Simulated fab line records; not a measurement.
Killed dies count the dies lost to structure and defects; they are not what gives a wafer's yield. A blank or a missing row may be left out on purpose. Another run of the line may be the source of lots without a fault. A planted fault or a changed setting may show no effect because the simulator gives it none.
Which tool was responsible? | flow n5Finfet | 24 lots with 72 wafers sampled at 6 steps, on a route of 1938 steps

## WHAT EACH GAUGE READ, for each wafer
N5_BEOL_M0_SAQP_OVL_MEAS_41. Usual: for M0_CUT1_OVL the level is 0.1 nm and the standard deviation is 0.78.
lot  | measured     | on         | M0_CUT1_OVL (nm) | flag
L074 | day 5 15:44  | overlay-02 | 1.2 0.6 0.9      | 
L075 | day 5 21:03  | overlay-02 | -0.8 -0.3 -1.5   | 
L076 | day 6 02:09  | overlay-02 | 0.5 0.0 0.8      | 
L077 | day 6 06:14  | overlay-02 | 0.5 0.1 -0.7     | 
L078 | day 6 14:02  | overlay-02 | 0.4 -0.8 -0.9    | 
L079 | day 6 16:41  | overlay-01 | 0.1 -0.9 0.6     | 
L080 | day 7 02:43  | overlay-02 | 0.2 -0.6 -0.7    | 
L081 | day 7 13:23  | overlay-01 | 0.5 1.2 0.1      | 
L082 | day 7 14:38  | overlay-01 | -0.6 0.1 -0.8    | 
L083 | day 7 17:05  | overlay-01 | -1.7 -2.2 -0.8   | 
L084 | day 8 05:10  | overlay-02 | 0.6 0.5 0.4      | 
L085 | day 8 12:02  | overlay-01 | 0.4 0.8 -0.5     | 
L086 | day 8 15:10  | overlay-02 | -0.2 1.3 -0.4    | 
L087 | day 9 00:23  | overlay-01 | 0.5 -0.6 -1.5    | 
L088 | day 9 07:07  | overlay-02 | 0.0 -0.3 -1.5    | 
L089 | day 9 10:08  | overlay-02 | 1.6 0.7 1.0      | 
L090 | day 9 20:01  | overlay-02 | -0.7 0.2 -0.1    | 
L092 | day 10 03:23 | overlay-01 | -0.6 0.5 -0.5    | 
L091 | day 10 09:35 | overlay-01 | 0.8 -0.1 0.0     | 
L093 | day 10 13:13 | overlay-01 | -0.3 -0.2 0.0    | 
L094 | day 10 16:56 | overlay-02 | -0.3 1.2 1.0     | 
L095 | day 10 18:59 | overlay-01 | -1.3 0.1 -0.6    | 
L096 | day 11 01:16 | overlay-02 | 0.9 -0.6 -0.7    | 
L097 | day 11 14:31 | overlay-01 | -0.5 0.6 1.5     | 

N5_BEOL_M0_RS_MEAS_126: measurement is done with a four-point probe. Usual: for M0_RS the level is 0.533 ohm/sq and the standard deviation is 0.015.
lot  | measured     | on           | M0_RS (ohm/sq)    | flag
L074 | day 5 23:26  | filmMetro-02 | 0.533 0.538 0.537 | 
L075 | day 6 08:29  | filmMetro-02 | 0.518 0.544 0.531 | 
L076 | day 6 14:24  | filmMetro-02 | 0.551 0.524 0.554 | 
L077 | day 6 16:01  | filmMetro-02 | 0.523 0.541 0.533 | 
L078 | day 6 22:32  | filmMetro-01 | 0.543 0.533 0.524 | 
L079 | day 6 22:56  | filmMetro-01 | 0.516 0.510 0.526 | 
L080 | day 7 11:26  | filmMetro-02 | 0.528 0.553 0.521 | 
L081 | day 7 19:31  | filmMetro-02 | 0.526 0.526 0.516 | 
L082 | day 8 01:07  | filmMetro-02 | 0.525 0.530 0.498 | 
L083 | day 7 22:41  | filmMetro-01 | 0.509 0.531 0.513 | 
L084 | day 8 13:48  | filmMetro-02 | 0.559 0.526 0.525 | 
L085 | day 8 18:43  | filmMetro-01 | 0.537 0.532 0.527 | 
L086 | day 8 22:22  | filmMetro-01 | 0.560 0.530 0.519 | 
L087 | day 9 06:11  | filmMetro-01 | 0.552 0.518 0.541 | 
L088 | day 9 15:20  | filmMetro-01 | 0.536 0.538 0.527 | 
L089 | day 9 18:10  | filmMetro-01 | 0.553 0.535 0.502 | 
L090 | day 10 07:44 | filmMetro-01 | 0.552 0.557 0.545 | 
L092 | day 10 11:48 | filmMetro-02 | 0.559 0.563 0.538 | 
L091 | day 10 15:47 | filmMetro-02 | 0.516 0.519 0.522 | 
L093 | day 11 00:07 | filmMetro-02 | 0.520 0.534 0.507 | 
L094 | day 11 00:42 | filmMetro-01 | 0.530 0.530 0.533 | 
L095 | day 11 03:47 | filmMetro-01 | 0.543 0.522 0.520 | 
L096 | day 11 12:13 | filmMetro-01 | 0.572 0.527 0.528 | 
L097 | day 11 21:10 | filmMetro-01 | 0.556 0.552 0.533 | 

## EACH LOT AND THE TOOL THAT RAN IT (in order: tool; ch and the chambers of the sampled wafers; start)
lot  | N5_BEOL_M0_SAQP_ETCH_107          | N5_BEOL_M0_SAQP_STRIP_108         | N5_BEOL_M0_STRIP_104              | N5_BEOL_M0_PRE_CLEAN_113
L074 | rieDiel-02 ch 0,1,2, day 5 14:18  | rieDiel-02 ch 0,1,2, day 5 14:20  | rieDiel-03 ch 0,1,2, day 5 18:57  | pvdSputter-02, day 5 21:26
L075 | rieDiel-05 ch 0,1,2, day 5 19:40  | rieDiel-05 ch 0,1,2, day 5 19:43  | rieDiel-03 ch 0,3, day 6 02:33    | pvdSputter-02, day 6 03:10
L076 | rieDiel-05 ch 0,2, day 6 00:43    | rieDiel-05 ch 0,2, day 6 00:45    | rieDiel-04 ch 0,1,3, day 6 11:26  | pvdSputter-02, day 6 12:18
L077 | rieDiel-05 ch 0,1,2, day 6 04:55  | rieDiel-05 ch 0,1,2, day 6 04:57  | rieDiel-04 ch 2,3, day 6 11:30    | pvdSputter-02, day 6 12:23
L078 | rieDiel-06 ch 2,3, day 6 12:41    | rieDiel-06 ch 2,3, day 6 12:43    | rieDiel-03 ch 2,3, day 6 19:44    | pvdSputter-03, day 6 20:37
L079 | rieDiel-02 ch 0,2,3, day 6 15:13  | rieDiel-02 ch 0,2,3, day 6 15:16  | rieDiel-04 ch 0,2,3, day 6 20:06  | pvdSputter-01, day 6 20:54
L080 | rieDiel-02 ch 0,1,2, day 7 01:11  | rieDiel-02 ch 0,1,2, day 7 01:14  | rieDiel-03 ch 0,2,3, day 7 08:04  | pvdSputter-03, day 7 09:15
L081 | rieDiel-05 ch 2,3, day 7 12:04    | rieDiel-05 ch 2,3, day 7 12:07    | rieDiel-01 ch 2,3, day 7 15:33    | pvdSputter-01, day 7 16:41
L082 | rieDiel-06 ch 1,2, day 7 13:19    | rieDiel-06 ch 1,2, day 7 13:21    | rieDiel-03 ch 1,2,3, day 7 20:35  | pvdSputter-03, day 7 21:27
L083 | rieDiel-02 ch 2,3, day 7 15:43    | rieDiel-02 ch 2,3, day 7 15:46    | rieDiel-04 ch 0,2,3, day 7 19:07  | pvdSputter-03, day 7 20:17
L084 | rieDiel-02 ch 0,2, day 8 03:42    | rieDiel-02 ch 0,2, day 8 03:44    | rieDiel-03 ch 1,2, day 8 08:47    | pvdSputter-01, day 8 10:02
L085 | rieDiel-05 ch 0,3, day 8 10:11    | rieDiel-05 ch 0,3, day 8 10:14    | rieDiel-04 ch 0,2, day 8 14:26    | pvdSputter-02, day 8 15:37
L086 | rieDiel-05 ch 0,1, day 8 13:41    | rieDiel-05 ch 0,1, day 8 13:44    | rieDiel-03 ch 0,2,3, day 8 17:57  | pvdSputter-02, day 8 20:14
L087 | rieDiel-06 ch 1,2,3, day 8 21:20  | rieDiel-06 ch 1,2,3, day 8 21:22  | rieDiel-03 ch 0,2,3, day 9 02:44  | pvdSputter-02, day 9 04:13
L088 | rieDiel-02 ch 0,2,3, day 9 05:47  | rieDiel-02 ch 0,2,3, day 9 05:49  | rieDiel-03 ch 2,3, day 9 09:07    | pvdSputter-03, day 9 10:22
L089 | rieDiel-06 ch 1,2,3, day 9 08:38  | rieDiel-06 ch 1,2,3, day 9 08:40  | rieDiel-01 ch 2,3, day 9 14:41    | pvdSputter-01, day 9 15:57
L090 | rieDiel-02 ch 0,2,3, day 9 18:40  | rieDiel-02 ch 0,2,3, day 9 18:43  | rieDiel-04 ch 0,1,2, day 10 01:40 | pvdSputter-02, day 10 03:50
L092 | rieDiel-02 ch 0,1,2, day 10 02:03 | rieDiel-02 ch 0,1,2, day 10 02:05 | rieDiel-01 ch 1,2,3, day 10 07:53 | pvdSputter-03, day 10 09:34
L091 | rieDiel-06 ch 1,2,3, day 10 08:08 | rieDiel-06 ch 1,2,3, day 10 08:10 | rieDiel-03 ch 0,1,3, day 10 12:32 | pvdSputter-03, day 10 13:39
L093 | rieDiel-06 ch 0,1,2, day 10 10:52 | rieDiel-06 ch 0,1,2, day 10 10:54 | rieDiel-01 ch 1,2,3, day 10 19:24 | pvdSputter-01, day 10 20:28
L094 | rieDiel-02 ch 1,2, day 10 15:09   | rieDiel-02 ch 1,2, day 10 15:11   | rieDiel-04 ch 2,3, day 10 19:26   | pvdSputter-03, day 10 20:28
L095 | rieDiel-05 ch 0,3, day 10 16:56   | rieDiel-05 ch 0,3, day 10 16:59   | rieDiel-01 ch 0,1,2, day 10 23:12 | pvdSputter-02, day 10 23:51
L096 | rieDiel-02 ch 2,3, day 10 23:51   | rieDiel-02 ch 2,3, day 10 23:55   | rieDiel-03 ch 1,2,3, day 11 06:39 | pvdSputter-01, day 11 10:05
L097 | rieDiel-06 ch 1,2,3, day 11 13:01 | rieDiel-06 ch 1,2,3, day 11 13:04 | rieDiel-04 ch 0,1,3, day 11 16:43 | pvdSputter-02, day 11 17:41
- N5_BEOL_M0_SAQP_ETCH_107: etches SiNx in CH3F/O2, target depth 30 nm.
- N5_BEOL_M0_SAQP_STRIP_108: strips in N2/H2.
- N5_BEOL_M0_STRIP_104: strips in N2/H2.
- N5_BEOL_M0_PRE_CLEAN_113: time 30 s.

## WHAT THE TOOLS THEMSELVES READ (means of the sampled wafers that have a number; where no wafer has one, the mark that the record gives instead)
N5_BEOL_M0_SAQP_ETCH_107. Usual: drypumpMotorCurrentA 5.7 A, standard deviation 0.34; oesProductAu 0.78 a.u., standard deviation 0.075; rfVppV 297.0 V, standard deviation 2.5; showerheadPlenumPTorr 1.99 Torr, standard deviation 0.079; throttleValvePct 16.42 %, standard deviation 0.21.
lot  | tool       | drypumpMotorCurrentA (A) | oesProductAu (a.u.) | rfVppV (V) | showerheadPlenumPTorr (Torr) | throttleValvePct (%) | flag
L074 | rieDiel-02 | 5.7                      | 0.77                | 297.4      | 2.04                         | 16.40                | 
L075 | rieDiel-05 | 5.8                      | 0.80                | 295.8      | 2.02                         | 16.25                | 
L076 | rieDiel-05 | 6.1                      | 0.74                | 297.3      | 2.03                         | 16.31                | 
L077 | rieDiel-05 | 5.8                      | 0.80                | 295.9      | 2.01                         | 16.26                | 
L078 | rieDiel-06 | 5.5                      | 0.70                | 294.6      | 1.90                         | 16.47                | 
L079 | rieDiel-02 | 5.5                      | 0.75                | 298.7      | 2.00                         | 16.35                | 
L080 | rieDiel-02 | 5.7                      | 0.76                | 297.6      | 2.03                         | 16.42                | 
L081 | rieDiel-05 | 5.7                      | 0.88                | 297.1      | 2.00                         | 16.16                | 
L082 | rieDiel-06 | 5.9                      | 0.76                | 296.4      | 1.87                         | 16.71                | 
L083 | rieDiel-02 | 5.5                      | 0.78                | 296.9      | 1.95                         | 16.31                | 
L084 | rieDiel-02 | 5.4                      | 0.73                | 296.5      | 2.01                         | 16.37                | 
L085 | rieDiel-05 | 5.7                      | 0.88                | 297.5      | 1.98                         | 16.24                | 
L086 | rieDiel-05 | 5.5                      | 0.84                | 293.5      | 1.97                         | 16.31                | 
L087 | rieDiel-06 | 5.7                      | 0.83                | 297.5      | 1.97                         | 16.46                | 
L088 | rieDiel-02 | 5.5                      | 0.74                | 297.7      | 1.99                         | 16.40                | 
L089 | rieDiel-06 | 5.7                      | 0.81                | 297.1      | 1.96                         | 16.47                | 
L090 | rieDiel-02 | 5.5                      | 0.74                | 297.7      | 1.99                         | 16.39                | 
L092 | rieDiel-02 | 5.7                      | 0.74                | 297.1      | 2.03                         | 16.46                | 
L091 | rieDiel-06 | 5.7                      | 0.80                | 297.6      | 1.96                         | 16.47                | 
L093 | rieDiel-06 | 5.8                      | 0.76                | 295.8      | 1.95                         | 16.64                | 
L094 | rieDiel-02 | 5.8                      | 0.77                | 297.0      | 1.98                         | 16.42                | 
L095 | rieDiel-05 | 6.0                      | 0.78                | 297.4      | 1.99                         | 16.35                | 
L096 | rieDiel-02 | 5.5                      | 0.74                | 298.7      | 1.96                         | 16.42                | 
L097 | rieDiel-06 | 5.7                      | 0.80                | 297.1      | 1.96                         | 16.49                | 

N5_BEOL_M0_SAQP_STRIP_108. Usual: biasPowerW 28.00 W, standard deviation 0.094; drypumpMotorCurrentA 5.7 A, standard deviation 0.35; oesProductAu 0.78 a.u., standard deviation 0.076; rfVppV 121.9 V, standard deviation 0.99; showerheadPlenumPTorr 3.34 Torr, standard deviation 0.13; throttleValvePct 18.9 %, standard deviation 0.32.
lot  | tool       | biasPowerW (W) | drypumpMotorCurrentA (A) | oesProductAu (a.u.) | rfVppV (V) | showerheadPlenumPTorr (Torr) | throttleValvePct (%) | flag
L074 | rieDiel-02 | 27.99          | 5.7                      | 0.78                | 122.6      | 3.42                         | 18.9                 | 
L075 | rieDiel-05 | 28.00          | 5.8                      | 0.81                | 122.3      | 3.38                         | 18.7                 | 
L076 | rieDiel-05 | 28.02          | 6.2                      | 0.74                | 122.6      | 3.40                         | 18.8                 | 
L077 | rieDiel-05 | 28.00          | 5.8                      | 0.80                | 122.1      | 3.38                         | 18.7                 | 
L078 | rieDiel-06 | 28.05          | 5.5                      | 0.70                | 120.8      | 3.18                         | 18.9                 | 
L079 | rieDiel-02 | 28.01          | 5.5                      | 0.75                | 121.7      | 3.35                         | 18.8                 | 
L080 | rieDiel-02 | 27.97          | 5.7                      | 0.77                | 122.3      | 3.41                         | 18.9                 | 
L081 | rieDiel-05 | 28.17          | 5.7                      | 0.88                | 121.8      | 3.36                         | 18.8                 | 
L082 | rieDiel-06 | 27.96          | 6.0                      | 0.76                | 121.4      | 3.16                         | 19.2                 | 
L083 | rieDiel-02 | 28.02          | 5.5                      | 0.79                | 121.3      | 3.29                         | 18.7                 | 
L084 | rieDiel-02 | 27.97          | 5.4                      | 0.73                | 122.8      | 3.38                         | 18.8                 | 
L085 | rieDiel-05 | 28.02          | 5.8                      | 0.88                | 122.0      | 3.32                         | 19.1                 | 
L086 | rieDiel-05 | 27.95          | 5.5                      | 0.84                | 121.6      | 3.31                         | 18.8                 | 
L087 | rieDiel-06 | 27.99          | 5.7                      | 0.83                | 121.4      | 3.30                         | 18.9                 | 
L088 | rieDiel-02 | 27.99          | 5.5                      | 0.75                | 122.0      | 3.34                         | 18.8                 | 
L089 | rieDiel-06 | 28.06          | 5.7                      | 0.81                | 121.8      | 3.30                         | 18.9                 | 
L090 | rieDiel-02 | 28.02          | 5.5                      | 0.74                | 121.6      | 3.34                         | 18.8                 | 
L092 | rieDiel-02 | 28.00          | 5.7                      | 0.75                | 121.6      | 3.40                         | 18.9                 | 
L091 | rieDiel-06 | 27.96          | 5.7                      | 0.80                | 121.6      | 3.30                         | 19.0                 | 
L093 | rieDiel-06 | 28.00          | 5.9                      | 0.75                | 121.8      | 3.28                         | 19.2                 | 
L094 | rieDiel-02 | 28.02          | 5.8                      | 0.77                | 121.8      | 3.34                         | 18.7                 | 
L095 | rieDiel-05 | 27.97          | 6.0                      | 0.78                | 121.3      | 3.32                         | 19.1                 | 
L096 | rieDiel-02 | 27.93          | 5.5                      | 0.74                | 121.6      | 3.31                         | 18.9                 | 
L097 | rieDiel-06 | 27.94          | 5.7                      | 0.79                | 121.9      | 3.29                         | 19.0                 | 

N5_BEOL_M0_STRIP_104. Usual: biasPowerW 6.998 W, standard deviation 0.02; drypumpMotorCurrentA 5.8 A, standard deviation 0.38; oesProductAu 0.80 a.u., standard deviation 0.083; rfVppV 59.3 V, standard deviation 1.6; showerheadPlenumPTorr 2.54 Torr, standard deviation 0.095; throttleValvePct 23.69 %, standard deviation 0.26.
lot  | tool       | biasPowerW (W) | drypumpMotorCurrentA (A) | oesProductAu (a.u.) | rfVppV (V) | showerheadPlenumPTorr (Torr) | throttleValvePct (%) | flag
L074 | rieDiel-03 | 6.982          | 5.6                      | 0.71                | 58.5       | 2.56                         | 23.73                | 
L075 | rieDiel-03 | 7.007          | 5.7                      | 0.74                | 61.4       | 2.46                         | 23.98                | 
L076 | rieDiel-04 | 6.989          | 5.8                      | 0.87                | 61.0       | 2.62                         | 23.55                | 
L077 | rieDiel-04 | 7.000          | 5.7                      | 0.85                | 60.5       | 2.67                         | 23.69                | 
L078 | rieDiel-03 | 6.995          | 5.8                      | 0.78                | 60.5       | 2.51                         | 23.98                | 
L079 | rieDiel-04 | 6.998          | 5.6                      | 0.83                | 58.3       | 2.60                         | 23.57                | 
L080 | rieDiel-03 | 7.004          | 5.5                      | 0.73                | 60.4       | 2.53                         | 23.94                | 
L081 | rieDiel-01 | 6.984          | 5.9                      | 0.76                | 59.8       | 2.47                         | 23.78                | 
L082 | rieDiel-03 | 7.023          | 5.9                      | 0.84                | 58.3       | 2.53                         | 23.73                | 
L083 | rieDiel-04 | 6.983          | 5.6                      | 0.83                | 59.9       | 2.60                         | 23.57                | 
L084 | rieDiel-03 | 7.022          | 5.8                      | 0.82                | 58.8       | 2.60                         | 23.64                | 
L085 | rieDiel-04 | 6.995          | 5.6                      | 0.79                | 57.5       | 2.57                         | 23.70                | 
L086 | rieDiel-03 | 6.989          | 5.5                      | 0.83                | 58.9       | 2.53                         | 23.83                | 
L087 | rieDiel-03 | 7.016          | 5.5                      | 0.83                | 59.3       | 2.53                         | 23.82                | 
L088 | rieDiel-03 | 6.995          | 5.8                      | 0.76                | 58.9       | 2.50                         | 24.02                | 
L089 | rieDiel-01 | 6.987          | 6.1                      | 0.72                | 57.9       | 2.49                         | 23.71                | 
L090 | rieDiel-04 | 7.013          | 5.8                      | 0.81                | 59.1       | 2.59                         | 23.66                | 
L092 | rieDiel-01 | 7.004          | 6.0                      | 0.71                | 59.7       | 2.49                         | 23.70                | 
L091 | rieDiel-03 | 7.001          | 5.8                      | 0.85                | 60.3       | 2.47                         | 23.64                | 
L093 | rieDiel-01 | 6.980          | 6.0                      | 0.71                | 58.5       | 2.48                         | 23.70                | 
L094 | rieDiel-04 | 7.008          | 5.6                      | 0.77                | 58.3       | 2.64                         | 23.82                | 
L095 | rieDiel-01 | 7.016          | 6.1                      | 0.72                | 59.1       | 2.48                         | 23.60                | 
L096 | rieDiel-03 | 6.976          | 6.0                      | 0.80                | 58.8       | 2.52                         | 23.76                | 
L097 | rieDiel-04 | 6.996          | 5.8                      | 0.82                | 59.5       | 2.60                         | 23.59                | 

N5_BEOL_M0_PRE_CLEAN_113. Usual: heaterPowerW at 327 W, with a standard deviation of 37.
lot  | tool          | heaterPowerW (W) | flag
L074 | pvdSputter-02 | 328              | 
L075 | pvdSputter-02 | 338              | 
L076 | pvdSputter-02 | 325              | 
L077 | pvdSputter-02 | 303              | 
L078 | pvdSputter-03 | 339              | 
L079 | pvdSputter-01 | 297              | 
L080 | pvdSputter-03 | 343              | 
L081 | pvdSputter-01 | 338              | 
L082 | pvdSputter-03 | 354              | 
L083 | pvdSputter-03 | 346              | 
L084 | pvdSputter-01 | 346              | 
L085 | pvdSputter-02 | 314              | 
L086 | pvdSputter-02 | 322              | 
L087 | pvdSputter-02 | 329              | 
L088 | pvdSputter-03 | 347              | 
L089 | pvdSputter-01 | 349              | 
L090 | pvdSputter-02 | 308              | 
L092 | pvdSputter-03 | 343              | 
L091 | pvdSputter-03 | 344              | 
L093 | pvdSputter-01 | 337              | 
L094 | pvdSputter-03 | 346              | 
L095 | pvdSputter-02 | 311              | 
L096 | pvdSputter-01 | 343              | 
L097 | pvdSputter-02 | 328              | 

## THE ANSWER, worked out from the rows above alone
Rule: a lot is off if the mean of its wafers that have a number lies more than 3 standard deviations from the usual mean. A lot without any number at a reading at which 4 lots or more have one is off too. Where the step has rows for the other lots, those lots are counted as sound. The gauges are gone through in route order, then the tools' own readings, and for those a lot's mean is taken as printed above. At the first step where some lot is off, the reading lying furthest off is the one used; lots without a number count as furthest.
None of the lots is off at any reading shown; this tells nothing.

## WHAT HAD BEEN PUT IN BY THE SIMULATOR
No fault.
